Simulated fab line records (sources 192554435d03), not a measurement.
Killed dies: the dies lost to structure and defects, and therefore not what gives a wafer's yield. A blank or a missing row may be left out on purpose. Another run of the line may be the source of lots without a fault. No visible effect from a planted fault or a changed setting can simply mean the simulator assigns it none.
fab line records	flow n5_finfet
record lots=7	wafers=39
route steps=1938 shown BEOL_M8@1377
start_h: the number of hours between the record's first day and the start of the first shown wafer of the lot	wait_h: hours elapsed since this lot's preceding step	" unchanged from the row above	L1.1+2: a single row standing in for several wafers	- no value present, or no start provided	* or withheld: withheld	< > ~ a bound
route shown NAME@n: a module of which the file shows steps, and the number in the route of the first	usual: mean/standard deviation taken from wafers without a fault	same: alike in all rows	chamber/n: place in a boat	sites: readings site by site	_std_site: standard deviation of those values	_edge_site: mean of outer sites minus mean of inner sites	radius_mm: for every site, how far away it sits from the centre of the wafer	mask NAME#n: copy n	behind: the tool/chamber that last shaped the wafer	hold: why the lot went on hold/how many hours it stayed there/how the hold came to an end	device: which transistor (n, p or np) failed to switch	end of line: at the end of the route, the tests of the same wafers	a step without rows: its recipe alone	killed: dies lost to structure and defects at the first sort, not the wafer's yield	map: shows each die of a wafer: x if killed, . if not, _ if none is there
set.NAME: the setting that was run; set.NAME@STEP: the one run at that earlier step	model.NAME: the simulator's own value behind a step, which no gauge read
lots whose settings were changed on purpose; a table a step, a row a wafer
## steps
# step N5_BEOL_M8_TRENCH_ETCH_37
# recipe chemistry=C4F6/O2	target_depth_a=934.78	target=SiCOH_lowk	time_s=31.2	ion_energy_ev=250	pressure_mtorr=30	source_w=345	bias_w=185	Ar_flow_sccm=300	C4F6_flow_sccm=10	O2_flow_sccm=10
lot.wafer	tool	chamber	start_h	wait_h	set.target_depth_a	model.BEOL_M8.feature_depth_nm	model.etch.depth_nm	model.TiN_of_BEOL_M8_HM_DEP_02.thk_nm
L076.1	rie_diel-02	0	-	-	934.78	94	93.96	17.4
L076.2	"	2	"	"	666.4	64.8	64.74	18.2
L076.3	"	3	"	"	666.4	66.2	66.28	18
L076.4	"	1	"	"	666.4	65.4	65.41	18.2
L076.5	"	3	"	"	934.78	93	92.94	17.4
L076.6	"	0	"	"	934.78	93.4	93.45	17.2
L077.1	rie_diel-06	0	-	-	934.78	93	92.99	17.4
L077.2	"	2	"	"	934.78	92.2	92.19	17.6
L077.3	"	1	"	"	934.78	93	92.94	17.6
L077.4	"	2	"	"	934.78	91.6	91.56	17.6
L077.5	"	0	"	"	934.78	92.6	92.63	17.4
L077.6	"	1	"	"	934.78	92.4	92.37	17.6
L082.1	rie_diel-02	0	-	-	374.7	38	37.94	18.8
L082.2	"	3	"	"	934.78	93.6	93.69	17.2
L082.3	"	1	"	"	934.78	93.4	93.35	17.6
L082.4	"	0	"	"	374.7	37.6	37.53	18.8
L082.5	"	1	"	"	934.78	92.8	92.74	17.4
L082.6	"	3	"	"	374.7	37.4	37.44	19
L091.1	rie_diel-06	3	-	-	1479	147.2	147.2	15.6
L091.2	"	0	"	"	1479	143.8	143.8	16
L091.3	"	2	"	"	1479	143.8	143.8	15.8
L091.4	"	0	"	"	934.78	90.6	90.69	17.4
L091.5	"	2	"	"	934.78	91	91.09	17.2
L091.6	"	3	"	"	934.78	92.6	92.69	17.4
L092.1	rie_diel-02	2	-	-	663.1	63.8	63.82	17.8
L092.2	"	3	"	"	934.78	91.8	91.75	17.2
L092.3	"	0	"	"	934.78	92.6	92.69	17.2
L092.4	"	1	"	"	663.1	66.4	66.41	17.6
L092.5	"	0	"	"	934.78	92.6	92.56	17.2
L092.6	"	3	"	"	663.1	65	65.08	17.8
L093.2	rie_diel-06	3	-	-	934.78	92.2	92.1	17.2
L093.3	"	2	"	"	934.78	90.6	90.55	17.2
L093.6	"	0	"	"	934.78	90.2	90.27	17.2
L095.1	rie_diel-02	1	-	-	532.9	54.2	54.28	18.6
L095.2	"	2	"	"	532.9	52	51.99	18.4
L095.3	"	3	"	"	934.78	93.2	93.26	17.2
L095.4	"	1	"	"	934.78	95.6	95.69	17
L095.5	"	3	"	"	532.9	53	53.09	18.4
L095.6	"	2	"	"	934.78	90.8	90.78	17.2
# step N5_BEOL_M8_ETCH_41
# recipe chemistry=CH3F/O2	target=SiCN	target_depth_a=319	taper_deg=2	time_s=57.8	ion_energy_ev=120	mask_material=TiN	pressure_mtorr=30	source_w=395	bias_w=75	Ar_flow_sccm=150	CH3F_flow_sccm=30	O2_flow_sccm=20
# step N5_BEOL_M8_STRIP_80
# recipe chemistry=N2/H2	time_s=10	power_w=450	temp_c=40	pressure_mtorr=20	rf_frequency_hz=6e+07	bias_power_w=7	n2_flow_sccm=200	h2_flow_sccm=200
# step N5_BEOL_M8_OCD_MEAS_38
# usual trench_depth_nm=92.9/1.6
lot.wafer	tool	chamber	start_h	wait_h	set.target_depth_a@BEOL_M8_TRENCH_ETCH_37	trench_depth_nm
L076.1	ocd-01	-	211.47	-	934.78	94.5
L076.2	"	-	"	"	666.4	64.9
L076.3	"	-	"	"	666.4	66.0
L076.4	"	-	"	"	666.4	65.4
L076.5	"	-	"	"	934.78	92.7
L076.6	"	-	"	"	934.78	93.6
L077.1	ocd-02	-	218.00	-	934.78	92.9
L077.2	"	-	"	"	934.78	91.9
L077.3	"	-	"	"	934.78	93.0
L077.4	"	-	"	"	934.78	91.6
L077.5	"	-	"	"	934.78	92.6
L077.6	"	-	"	"	934.78	92.6
L082.1	ocd-02	-	239.56	-	374.7	38.4
L082.2	"	-	"	"	934.78	93.6
L082.3	"	-	"	"	934.78	93.4
L082.4	"	-	"	"	374.7	37.9
L082.5	"	-	"	"	934.78	92.6
L082.6	"	-	"	"	374.7	37.8
L091.1	ocd-02	-	307.08	-	1479	147.1
L091.2	"	-	"	"	1479	143.7
L091.3	"	-	"	"	1479	143.8
L091.4	"	-	"	"	934.78	90.3
L091.5	"	-	"	"	934.78	90.9
L091.6	"	-	"	"	934.78	92.7
L092.1	ocd-01	-	311.02	-	663.1	63.9
L092.2	"	-	"	"	934.78	91.8
L092.3	"	-	"	"	934.78	92.1
L092.4	"	-	"	"	663.1	66.2
L092.5	"	-	"	"	934.78	92.4
L092.6	"	-	"	"	663.1	65.6
L093.2	ocd-02	-	314.40	-	934.78	92.5
L093.3	"	-	"	"	934.78	90.8
L093.6	"	-	"	"	934.78	89.9
L095.1	ocd-02	-	324.95	-	532.9	54.5
L095.2	"	-	"	"	532.9	51.8
L095.3	"	-	"	"	934.78	93.3
L095.4	"	-	"	"	934.78	96.0
L095.5	"	-	"	"	532.9	52.8
L095.6	"	-	"	"	934.78	90.8
# step N5_BEOL_M8_HM_STRIP_39
# recipe chemistry=peroxide_tin_strip	material=TiN	target_depth_a=250	temp_c=50	time_s=158
# step N5_BEOL_M8_SRD_40
# recipe time_s=30	temp_c=23	rinse_liquid=diw	dry=ipa_marangoni
# step N5_BEOL_M8_ECD_50
# recipe material=Cu	target_thk_a=3000
# step N5_BEOL_M8_ANNEAL_51
# recipe temp_c=225	time_s=90	ambient=N2
# step N5_BEOL_M8_CMP_52
# recipe stop_on=SiCOH_lowk	t_overpolish_s=6.9	down_force_psi=1	platen_rpm=50	clearing_platen_down_force_psi=1.5	clearing_platen_rpm=50	post_cmp_clean=cu_alkaline	target_thk_nm=80	clearing_platen_pad_velocity_m_s=0.99484	pad_velocity_m_s=0.99484
lot.wafer	tool	chamber	start_h	wait_h	set.target_depth_a@BEOL_M8_TRENCH_ETCH_37	model.Cu_of_BEOL_M8_ECD_50.thk_nm
L076.2+3	cmp-01	0,2	214.32	0.2	666.4	51.8
L076.4	"	1	"	"	666.4	50.8
L076.1+6+5	"	3,0,1	"	"	934.78	80.2
L077.1	cmp-02	2	221.01	0.3	934.78	81
L077.4	"	3	"	"	934.78	76.4
L077.3	"	0	"	"	934.78	78.6
L077.2	"	1	"	"	934.78	78.8
L077.6	"	2	"	"	934.78	79.4
L077.5	"	3	"	"	934.78	77.8
L082.3	cmp-03	2	241.57	0.2	934.78	80.6
L082.1	"	3	"	"	374.7	25.2
L082.4	"	0	"	"	374.7	24.2
L082.2	"	1	"	"	934.78	78.2
L082.5	"	2	"	"	934.78	78
L082.6	"	3	"	"	374.7	24.4
L091.2	cmp-03	1	308.82	0.2	1479	130
L091.4	"	2	"	"	934.78	76.6
L091.1	"	3	"	"	1479	133.6
L091.3	"	0	"	"	1479	128.8
L091.5	"	1	"	"	934.78	76.2
L091.6	"	2	"	"	934.78	78.4
L092.4	cmp-03	0	313.66	0.1	663.1	51.8
L092.2	"	1	"	"	934.78	77.4
L092.3	"	2	"	"	934.78	77.2
L092.1	"	3	"	"	663.1	48.2
L092.6	"	0	"	"	663.1	50.4
L092.5	"	1	"	"	934.78	77
L093.2	cmp-02	3	317.71	0.3	934.78	79
L093.3	"	0	"	"	934.78	76.4
L093.6	"	2	"	"	934.78	78.4
L095.1	cmp-01	0	327.90	0.3	532.9	42.8
L095.3	"	1	"	"	934.78	80
L095.2	"	2	"	"	532.9	38.6
L095.4	"	3	"	"	934.78	82.4
L095.6	"	0	"	"	934.78	80.2
L095.5	"	1	"	"	532.9	40.2
# step N5_BEOL_M8_THK_MEAS_53
# recipe thk_meas_gauge=xrf	reads=Cu_of_BEOL_M8_ECD_50
# usual M8_THK=76.4/2.1
lot.wafer	tool	chamber	start_h	wait_h	set.target_depth_a@BEOL_M8_TRENCH_ETCH_37	M8_THK[nm]
L076.1	film_metro-02	-	214.62	-	934.78	76.6
L076.2	"	-	"	"	666.4	49.3
L076.3	"	-	"	"	666.4	49.7
L076.4	"	-	"	"	666.4	48.6
L076.5	"	-	"	"	934.78	76.5
L076.6	"	-	"	"	934.78	76.6
L077.1	film_metro-01	-	221.31	-	934.78	77.4
L077.2	"	-	"	"	934.78	75.3
L077.3	"	-	"	"	934.78	75.2
L077.4	"	-	"	"	934.78	72.9
L077.5	"	-	"	"	934.78	74.4
L077.6	"	-	"	"	934.78	75.7
L082.1	film_metro-01	-	241.87	-	374.7	24.7
L082.2	"	-	"	"	934.78	76.4
L082.3	"	-	"	"	934.78	78.8
L082.4	"	-	"	"	374.7	23.7
L082.5	"	-	"	"	934.78	76.1
L082.6	"	-	"	"	374.7	23.8
L091.1	film_metro-01	-	309.12	-	1479	128.6
L091.2	"	-	"	"	1479	125.9
L091.3	"	-	"	"	1479	124.5
L091.4	"	-	"	"	934.78	74.0
L091.5	"	-	"	"	934.78	73.5
L091.6	"	-	"	"	934.78	75.8
L092.1	film_metro-02	-	313.95	-	663.1	46.2
L092.2	"	-	"	"	934.78	73.9
L092.3	"	-	"	"	934.78	74.2
L092.4	"	-	"	"	663.1	49.5
L092.5	"	-	"	"	934.78	73.6
L092.6	"	-	"	"	663.1	48.1
L093.2	film_metro-02	-	317.93	-	934.78	76.4
L093.3	"	-	"	"	934.78	74.3
L093.6	"	-	"	"	934.78	76.1
L095.1	film_metro-01	-	328.20	-	532.9	41.6
L095.2	"	-	"	"	532.9	37.6
L095.3	"	-	"	"	934.78	77.8
L095.4	"	-	"	"	934.78	79.9
L095.5	"	-	"	"	532.9	39.0
L095.6	"	-	"	"	934.78	77.7
# step N5_BEOL_M8_PRE_CLEAN_55
# recipe gas=NH3	time_s=15	temp_c=withheld	rf_power_w=300
# step N5_BEOL_M8_DEP_56
# recipe material=SiCN	target_thk_a=100	temp_c=withheld	precursor=3MS/NH3	pressure_torr=3	rf_w=202	time_s=17.5
# step N5_BEOL_M8_RS_MEAS_57
# recipe thk_meas_gauge=four-point-probe	reads=Cu_of_BEOL_M8_ECD_50+Co_of_BEOL_M8_CVD_78+TaN_of_BEOL_M8_ALD_77
# usual M8_RS=0.290/0.0089
lot.wafer	tool	chamber	start_h	wait_h	set.target_depth_a@BEOL_M8_TRENCH_ETCH_37	M8_RS[ohm/sq]
L076.1	film_metro-02	-	214.78	0.1	934.78	0.286
L076.2	"	-	"	"	666.4	0.484
L076.3	"	-	"	"	666.4	0.483
L076.4	"	-	"	"	666.4	0.497
L076.5	"	-	"	"	934.78	0.286
L076.6	"	-	"	"	934.78	0.285
L077.1	film_metro-02	-	221.47	0.1	934.78	0.282
L077.2	"	-	"	"	934.78	0.292
L077.3	"	-	"	"	934.78	0.292
L077.4	"	-	"	"	934.78	0.301
L077.5	"	-	"	"	934.78	0.295
L077.6	"	-	"	"	934.78	0.289
L082.1	film_metro-01	-	242.00	0.1	374.7	1.247
L082.2	"	-	"	"	934.78	0.294
L082.3	"	-	"	"	934.78	0.283
L082.4	"	-	"	"	374.7	1.311
L082.5	"	-	"	"	934.78	0.295
L082.6	"	-	"	"	374.7	1.308
L091.1	film_metro-02	-	309.25	0.1	1479	0.159
L091.2	"	-	"	"	1479	0.165
L091.3	"	-	"	"	1479	0.166
L091.4	"	-	"	"	934.78	0.301
L091.5	"	-	"	"	934.78	0.303
L091.6	"	-	"	"	934.78	0.293
L092.1	film_metro-01	-	314.08	0.1	663.1	0.529
L092.2	"	-	"	"	934.78	0.298
L092.3	"	-	"	"	934.78	0.298
L092.4	"	-	"	"	663.1	0.485
L092.5	"	-	"	"	934.78	0.299
L092.6	"	-	"	"	663.1	0.503
L093.2	film_metro-02	-	318.06	0.1	934.78	0.290
L093.3	"	-	"	"	934.78	0.301
L093.6	"	-	"	"	934.78	0.293
L095.1	film_metro-02	-	328.33	0.1	532.9	0.614
L095.2	"	-	"	"	532.9	0.703
L095.3	"	-	"	"	934.78	0.287
L095.4	"	-	"	"	934.78	0.276
L095.5	"	-	"	"	532.9	0.669
L095.6	"	-	"	"	934.78	0.285
## key
split step=N5_BEOL_M8_TRENCH_ETCH_37	setting=target_depth_a	stated=934.78	by=wafer
response step=N5_BEOL_M8_TRENCH_ETCH_37	reading=model.BEOL_M8.feature_depth_nm	change=+0.931	per=1%	r=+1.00
response step=N5_BEOL_M8_TRENCH_ETCH_37	reading=model.etch.depth_nm	change=+0.93	per=1%	r=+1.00
response step=N5_BEOL_M8_TRENCH_ETCH_37	reading=model.TiN_of_BEOL_M8_HM_DEP_02.thk_nm	change=-0.026	per=1%	r=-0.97
response step=N5_BEOL_M8_OCD_MEAS_38	reading=trench_depth_nm	change=+0.929	per=1%	r=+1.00
response step=N5_BEOL_M8_CMP_52	reading=model.Cu_of_BEOL_M8_ECD_50.thk_nm	change=+0.927	per=1%	r=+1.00
response step=N5_BEOL_M8_THK_MEAS_53	reading=M8_THK	change=+0.898	per=1%	r=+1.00
response step=N5_BEOL_M8_RS_MEAS_57	reading=M8_RS	shape=bent	at_lowest=1.289	at_stated=0.292	at_highest=0.163
